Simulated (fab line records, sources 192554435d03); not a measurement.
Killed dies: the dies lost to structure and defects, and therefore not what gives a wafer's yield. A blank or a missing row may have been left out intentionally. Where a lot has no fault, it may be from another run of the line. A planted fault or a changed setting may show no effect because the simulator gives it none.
Chamber matching	flow n5 finfet	N5_HKMG_FIN_STRIP_92 on rie diel-01: 4 sister chambers
The step strips SOC in N2/H2, time 20 s. 4 wafers are shown with their chamber, then 9 later ones without.

== WAFERS WITH THEIR CHAMBER ==
wafer	chamber	showerhead plenum p Torr (Torr)
L083.3	3	3.30
L084.1	0	3.34
L084.3	1	3.54
L084.6	2	3.22

== WAFERS WHOSE CHAMBER IS MISSING ==
wafer	showerhead plenum p Torr (Torr)
L087.1	3.34
L087.4	3.29
L087.5	3.22
L088.1	3.34
L088.3	3.54
L088.6	3.22
L096.2	3.21
L096.4	3.53
L096.6	3.28

== CHAMBER TAKEN BY EACH ==
wafer	from the rows above	in truth
L087.1	0	0
L087.4	3	3
L087.5	2	2
L088.1	0	0
L088.3	1	1
L088.6	2	2
L096.2	2	2
L096.4	1	1
L096.6	3	3
9 of 9 placed correctly. Number that these rows cannot place: 0. 0 placed wrongly.
How it was worked out, from the rows above alone: a wafer's distance from a chamber is the root of the sum, over the readings, of the square of ((its reading less the chamber's mean) divided by the reading's scatter). If the next closest chamber is less than 2 further off than the closest, the wafer can't be placed; otherwise it belongs to the closest. The mean given for a chamber averages the wafers shown for that chamber. The scatter (one wafer shown for each chamber): square how far every hidden wafer sits from the nearest shown wafer, average those squares and take the square root.
